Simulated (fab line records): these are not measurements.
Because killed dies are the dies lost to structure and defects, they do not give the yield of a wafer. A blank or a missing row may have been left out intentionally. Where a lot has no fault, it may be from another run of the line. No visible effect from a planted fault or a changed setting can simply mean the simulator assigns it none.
Comparing a struck lot with a sound one	flow n5_finfet	36 out of 1938 route steps
Sound: the wafers L372.1, L372.4, L372.6. The struck wafers were L375.2, L375.3, L375.4. The cause is given at the end.
Each step with rows lists, per side, the tool, then ch with its chambers, then its first start. Under that, the readings that differ: sound wafers	struck wafers	difference of the means	sigmas: that difference in standard deviations of wafers without a fault.
alike: same words and numbers on both sides, and readings whose means sit less than 2 such deviations apart. not compared: any withheld reading, any reading some wafer has no value for, any bound like >300 that may hide the same value, and any number with overlapping values for which the record gives no deviation.
A row with sigmas, a row that says differs or no value, or rows on one side alone: a step with any of these is where the two part. Numbers that have no deviation but don't overlap get no sigmas and don't part them. A reading that every wafer of one side lacks parts them only if that side has two wafers or more.

first, 9 steps without rows for these wafers: N5_WELL_APT_HMDS_18 (time 60 s); N5_WELL_APT_COAT_19 (resist thk 950 nm); N5_WELL_APT_EBR_21; N5_WELL_APT_SOFTBAKE_20 (time 60 s); N5_WELL_APT_EXPOSE_22 (exposes mask PWELL, defocus 0 nm, target cd 200 nm); N5_WELL_APT_PEB_23 (peb time 90 s); N5_WELL_APT_DEVELOP_24 (develop time 45 s); N5_WELL_APT_HARDBAKE_29 (time 120 s); N5_WELL_APT_DESCUM_30 (chemistry O2, time 7.9 s).
N5_WELL_APT_IMPLANT_31:
  sound on implanter-02 ch 0, day 4 04:18; struck on implanter-02 ch 0, day 4 21:08
reading	sound	struck	difference	sigmas
dose_ions_cm2	1.4968e+13 1.4971e+13 1.4969e+13	1.3768e+13 1.3769e+13 1.3749e+13	-1.2073e+12	-71
faraday_current_uA	188 192 185	183 167 169	-15	-4
  alike: tilt_deg
then, 25 steps without rows for these wafers: N5_WELL_APT_IMPLANT_32; N5_WELL_APT_STRIP_33 (strips in SPM, time 900 s); N5_WELL_APT_RTA_34 (time 10 s); N5_WELL_APT_OXIDE_STRIP_42 (strips SiO2 in dHF, time 45 s, target depth 12 nm); N5_WELL_APT_PRECLEAN_36 (cleans in O3/DIW, time 45 s); N5_WELL_APT_PRECLEAN_39 (cleans in dHF, time 60 s); N5_WELL_APT_SRD_37 (time 30 s); N5_WELL_APT_EPI_41 (deposits Si from SiH4/H2, target thk 50 nm, time 297.7 s); N5_PMOS_HMC_CHANNEL_EPI_HM_DEP_34 (deposits SiO2 from TEOS/O2, target thk 36 nm, time 6.9 s); N5_PMOS_HMC_CHANNEL_EPI_COAT_31 (time 60 s, resist thk 66 nm); N5_PMOS_HMC_CHANNEL_EPI_COAT_03 (resist thk 205 nm); N5_PMOS_HMC_CHANNEL_EPI_EBR_05; N5_PMOS_HMC_CHANNEL_EPI_SOFTBAKE_04 (time 60 s); N5_PMOS_HMC_CHANNEL_EPI_EXPOSE_06 (exposes mask PMOS HMC BLK, target cd 240 nm); N5_PMOS_HMC_CHANNEL_EPI_PEB_07 (peb time 60 s); N5_PMOS_HMC_CHANNEL_EPI_DEVELOP_08 (develop time 30 s); N5_PMOS_HMC_CHANNEL_EPI_DESCUM_14 (chemistry O2, time 7.9 s); N5_PMOS_HMC_CHANNEL_EPI_ETCH_32 (etches BARC in N2/H2, stops on SiO2, target depth 85.8 nm, time 50.3 s); N5_PMOS_HMC_CHANNEL_EPI_HM_OPEN_15 (chemistry CHF3/O2, target SiO2, target depth 40.6 nm, time 20.3 s); N5_PMOS_HMC_CHANNEL_EPI_STRIP_33 (strips in N2/H2); N5_PMOS_HMC_CHANNEL_EPI_STRIP_17 (strips in SPM, time 750 s); N5_PMOS_HMC_CHANNEL_EPI_ETCH_38 (etches SiO2 in CF4, target depth 1.5 nm); N5_PMOS_HMC_CHANNEL_EPI_FIN_RECESS_16 (chemistry HBr/Cl2, target Si, target depth 54 nm, time 18 s); N5_PMOS_HMC_CHANNEL_EPI_PRECLEAN_36 (cleans in O3/DIW, time 45 s); N5_PMOS_HMC_CHANNEL_EPI_PRECLEAN_18 (cleans in DHF, time 30 s).
-- the record jumps here: 7 days lie between the struck wafers' starts before and after (it left off in module PMOS_HMC_CHANNEL_EPI and takes up again in module BEOL_M4, whose first step shown is number 1111 of the route) --
N5_BEOL_M4_RC_MEAS_101:
  sound on prober-01 ch 0, day 10 19:44; struck on prober-02 ch 0, day 11 20:39
reading	sound	struck	difference	sigmas
RS_PWELL (ohm/sq)	2983 3003 2981	3150 3150 3157	+163	+8
  alike: DIBL_N, DIBL_P, IOFF_N, IOFF_P, ION_N, ION_P, SS_N, SS_P, VT_N, VT_P

== WHERE THEY PART ==
Earliest at N5_WELL_APT_IMPLANT_31; latest, in this record, at N5_BEOL_M4_RC_MEAS_101.

WHY: what had been put in by the simulator
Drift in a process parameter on implanter-02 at N5_WELL_APT_IMPLANT_31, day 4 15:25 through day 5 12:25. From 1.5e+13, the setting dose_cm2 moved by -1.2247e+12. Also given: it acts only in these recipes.
